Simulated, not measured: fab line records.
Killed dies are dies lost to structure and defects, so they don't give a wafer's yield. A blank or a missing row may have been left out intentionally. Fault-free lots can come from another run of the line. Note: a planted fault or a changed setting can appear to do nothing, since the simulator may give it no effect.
Comparing a struck lot with a sound one    flow nand harc    26 out of 1302 route steps
Sound: the wafers L111.1, L111.5, L111.6. Struck: wafers L112.1, L112.4, L112.6. Last of all comes the cause.
At each step with rows: each side's tool, then ch and its chambers, then its first start. Under that, the readings that differ: sound wafers    struck wafers    difference of the means    sigmas: that difference in standard deviations of wafers without a fault.
alike: same words and numbers on both sides, and readings whose means sit less than 2 such deviations apart. not compared: any withheld reading, any reading some wafer has no value for, any bound like >300 that may hide the same value, and any number with overlapping values for which the record gives no deviation.
A row with sigmas, a row that says differs or no value, or rows on one side alone: a step with any of these is where the two part. Numbers that don't overlap but have no deviation are shown without sigmas and don't part them. A reading that every wafer of one side lacks parts them only if that side has two wafers or more.

first, 8 steps without rows for these wafers: NHARC_A_CHANNEL_HOLE_D2_PEB_08 (peb time 65 s); NHARC_A_CHANNEL_HOLE_D2_DEVELOP_09 (develop time 35 s); NHARC_A_CHANNEL_HOLE_D2_DESCUM_15 (chemistry O2, time 3 s); NHARC_A_CHANNEL_HOLE_D2_ETCH_38 (etches the open film in CF4, target depth 39 nm, time 65 s); NHARC_A_CHANNEL_HOLE_D2_ETCH_39 (etches the open film in N2/H2, target depth 260 nm, time 325 s); NHARC_A_CHANNEL_HOLE_D2_ETCH_34 (etches the open film in CF4/CHF3, target depth 154 nm, time 77 s); NHARC_A_CHANNEL_HOLE_D2_ETCH_16 (etches the open film in O2/COS, target depth 3100 nm, time 806 s); NHARC_A_CHANNEL_HOLE_D2_ETCH_19 (etches the open film in C4F8/O2/Ar, time 34.5 s).
NHARC_A_CHANNEL_HOLE_D2_ETCH_20: etches the open film in C4F8/O2/Ar, time 361.9 s, target depth 1600 nm.
  sound on har etch-01 ch 0,1, day 18 08:11; struck on har etch-01 ch 1, day 19 10:16
  no value came back on the struck wafers for any of 6 readings (c4f8 flow sccm (sccm), chamber pressure mTorr (mTorr) and others); on the sound wafers c4f8 flow sccm (sccm) reads 89.74 89.49 89.04
  not compared: rf hours counter h
then, 10 steps without rows for these wafers: NHARC_A_CHANNEL_HOLE_D2_ETCH_21 (etches the open film in C4F8/O2/Ar, time 514.3 s, target depth 1600 nm); NHARC_A_CHANNEL_HOLE_D2_ETCH_22 (etches the open film in C4F8/O2/Ar, time 666.7 s, target depth 1600 nm); NHARC_A_CHANNEL_HOLE_D2_ETCH_23 (etches the open film in C4F8/O2/Ar, time 819 s, target depth 1600 nm); NHARC_A_CHANNEL_HOLE_D2_ETCH_24 (etches the open film in C4F8/O2/Ar, time 906.2 s, target depth 1500 nm); NHARC_A_CHANNEL_HOLE_D2_ETCH_25 (etches the open film in C4F8/O2/Ar, time 1040.2 s, target depth 1500 nm); NHARC_A_CHANNEL_HOLE_D2_ETCH_26 (etches the open film in C4F8/O2/Ar, time 224.1 s, target depth 300 nm); NHARC_A_CHANNEL_HOLE_D2_ETCH_27 (etches the open film in C4F8/O2/Ar, time 90 s, target depth 400 nm); NHARC_A_CHANNEL_HOLE_D2_STRIP_41 (strips in N2/H2); NHARC_A_CHANNEL_HOLE_D2_STRIP_42 (strips in CF4/CHF3); NHARC_A_CHANNEL_HOLE_D2_STRIP_43 (strips in O2/COS).
NHARC_A_CHANNEL_HOLE_D2_ETCH_44: etches the open film in CF4/O2, target depth 140 nm, overetch 14 nm, time 77 s.
  sound on rie diel-03 ch 1,2,3, day 18 12:46; struck on rie diel-10 ch 0,1,2, day 19 14:51
reading                             sound             struck            difference  sigmas
model.A_CHANNEL_HOLE_D2.cd nm (nm)  89.65 90.06 91.8  101.9 101.4 99.5  +10.4       
  alike: bias w, cf4 flow sccm, drypump motor current A, oes product au, rf vpp V, showerhead plenum p Torr, throttle valve pct
  not compared: rf hours counter h
then, 3 steps without rows for these wafers: NHARC_A_CHANNEL_HOLE_D2_STRIP_28 (strips in O2); NHARC_A_CHANNEL_HOLE_D2_PRECLEAN_29 (cleans in SC1); NHARC_A_CHANNEL_HOLE_D2_SRD_30.
NHARC_A_CHANNEL_HOLE_D2_CD_MEAS_31:
  struck on cd sem-03, day 19 15:38; sound on cd sem-03, day 18 13:33
reading     sound           struck        difference  sigmas
cd nm (nm)  89.5 89.4 91.5  1.3 -0.2 0.5  -89.6       -81
NHARC_A_CHANNEL_HOLE_D2_XSEM_32:
  sound on xsem-02 ch 0, day 18 13:38; struck on xsem-01 ch 0, day 19 15:43
reading         sound           struck          difference  sigmas
bot cd nm (nm)  74.3 74.0 76.9  0.7 0.0 0.0     -74.8       -58
bow nm (nm)     8.56 8.58 8.56  0.00 0.00 0.00  -8.57       -34
  alike: tilt deg
-- the record jumps here: 11 days lie between the struck wafers' starts before and after (it left off in module A_CHANNEL_HOLE_D2 and takes up again in module END, whose first step shown is number 1302 of the route) --
NHARC_END_SORT_01:
  sound on prober-02 ch 0, day 29 14:57; struck on prober-01 ch 0, day 30 20:54
reading          sound  struck       difference  sigmas
killed at array  59     672 673 671  +613        +34
killed dies      68     677 677 677  +609        +34
  alike: killed at other, killed at periphery, killed open, killed short

## WHERE THEY PART
At NHARC_A_CHANNEL_HOLE_D2_ETCH_20 first; at NHARC_END_SORT_01 last (within this record only).

WHY: what had been put in by the simulator
Beginning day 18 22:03, the whole step at NHARC_A_CHANNEL_HOLE_D2_ETCH_20 was skipped on har etch-01. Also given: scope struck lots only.
